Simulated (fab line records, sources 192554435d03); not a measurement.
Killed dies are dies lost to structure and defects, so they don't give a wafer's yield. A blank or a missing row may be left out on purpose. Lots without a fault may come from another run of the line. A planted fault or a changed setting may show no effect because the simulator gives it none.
Split-lot experiment | flow n5_finfet | 7 lots, 21 wafers read, on a route of 1938 steps

THE SPLIT
At N5_BEOL_M6_HM_DEP_02 (deposits TiN, target thk 20 nm), the setting target_thk_a was moved away from the recipe's 200 angstrom on 4 of the 21 wafers read, by -10.8% to +6.7%. The other wafers ran this setting at the recipe's value.

FROM THE SPLIT TO THE READING: what the file shows between them, 5 steps
- N5_BEOL_M6_COAT_59: time 60 s, resist thk 100 nm
- N5_BEOL_M6_COAT_60: time 60 s, resist thk 35 nm
- N5_BEOL_M6_STRIP_68: strips in N2/H2
- N5_BEOL_M6_STRIP_67: strips in CF4
- N5_BEOL_M6_HM_OPEN_17: chemistry Cl2/BCl3, target TiN, target depth 20 nm, overetch 6 nm

THE READING
TiN_of_BEOL_M6_HM_DEP_02.thk_nm (the simulator's own value, which no gauge read), in nm, at N5_BEOL_M6_TRENCH_ETCH_37 (etches SiCOH lowk in C4F6/O2, target depth 94.435 nm, time 31.5 s). The file gives no usual value for it. The 17 wafers here that ran the recipe average 17.3 nm, standard deviation 0.37 nm.

wafer  | tool, chamber at the split | target_thk_a as run, angstrom | against the recipe | TiN_of_BEOL_M6_HM_DEP_02.thk_nm, nm | against lot-mates on the recipe
L075.2 | pvd_sputter-01, -          | 200                           | recipe             | 18                                  | -
L075.5 | pvd_sputter-01, -          | 213.4                         | +6.7%              | 19.4                                | +1.6
L075.6 | pvd_sputter-01, -          | 200                           | recipe             | 17.6                                | -
L081.1 | pvd_sputter-01, -          | 200                           | recipe             | 17                                  | -
L081.2 | pvd_sputter-01, -          | 178.4                         | -10.8%             | 15.6                                | -1.8
L081.5 | pvd_sputter-01, -          | 200                           | recipe             | 17.8                                | -
L086.2 | pvd_sputter-02, -          | 200                           | recipe             | 16.8                                | -
L086.3 | pvd_sputter-02, -          | 200                           | recipe             | 16.8                                | -
L086.6 | pvd_sputter-02, -          | 200                           | recipe             | 16.8                                | -
L084.2 | pvd_sputter-01, -          | 210.9                         | +5.4%              | 18.6                                | +1.0
L084.3 | pvd_sputter-01, -          | 210.9                         | +5.4%              | 18.8                                | +1.2
L084.6 | pvd_sputter-01, -          | 200                           | recipe             | 17.6                                | -
L091.2 | pvd_sputter-02, -          | 200                           | recipe             | 17.8                                | -
L091.3 | pvd_sputter-02, -          | 200                           | recipe             | 17.2                                | -
L091.5 | pvd_sputter-02, -          | 200                           | recipe             | 17.6                                | -
L090.2 | pvd_sputter-03, -          | 200                           | recipe             | 17.2                                | -
L090.5 | pvd_sputter-03, -          | 200                           | recipe             | 17.6                                | -
L090.6 | pvd_sputter-03, -          | 200                           | recipe             | 17.4                                | -
L097.1 | pvd_sputter-01, -          | 200                           | recipe             | 17.2                                | -
L097.2 | pvd_sputter-01, -          | 200                           | recipe             | 17                                  | -
L097.4 | pvd_sputter-01, -          | 200                           | recipe             | 17.2                                | -

THE FIT
A straight line over all 21 wafers: TiN_of_BEOL_M6_HM_DEP_02.thk_nm changes by +0.213 nm for each +1% of target_thk_a; r = +0.87; the points scatter about the line by 0.4 nm.
The same after taking each lot's own level away (the mean of its wafers on the recipe; 21 wafers): +0.19 nm for each +1%; r = +0.95; scatter 0.21 nm.
On that fit, the largest move of target_thk_a shifts the reading by 2 nm.
The lots' own levels span 16.80 to 17.80 nm, that is 2.7 times the standard deviation above.
So the lot-to-lot level changes the slope: the two fits differ.
Check: with one of the wafers moved furthest among these (-10.8%) left out of the fit, the line predicts -2.36 nm for it against its lot-mates. It came out at -1.8 nm against them.

THE WHOLE CHAIN: every reading that the file lists as answering this split, in the file's order
step                      | what it does                                                      | reading                                                                          | change (the file's fit)               | r (the file's)
N5_BEOL_M6_HM_DEP_02      | deposits TiN, target thk 20 nm                                    | TiN_of_BEOL_M6_HM_DEP_02.thk_nm (the simulator's own value, which no gauge read) | +0.209 nm for each +1% of the setting | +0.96
N5_BEOL_M6_HM_OPEN_17     | chemistry Cl2/BCl3, target TiN, target depth 20 nm, overetch 6 nm | etch.depth_nm (the simulator's own value, which no gauge read)                   | +0.206 nm for each +1% of the setting | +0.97
N5_BEOL_M6_TRENCH_ETCH_37 | etches SiCOH lowk in C4F6/O2, target depth 94.435 nm, time 31.5 s | TiN_of_BEOL_M6_HM_DEP_02.thk_nm (the simulator's own value, which no gauge read) | +0.189 nm for each +1% of the setting | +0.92

THE FILE'S OWN FIT
TiN_of_BEOL_M6_HM_DEP_02.thk_nm changes by +0.189 nm for each +1% of target_thk_a, r = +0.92.
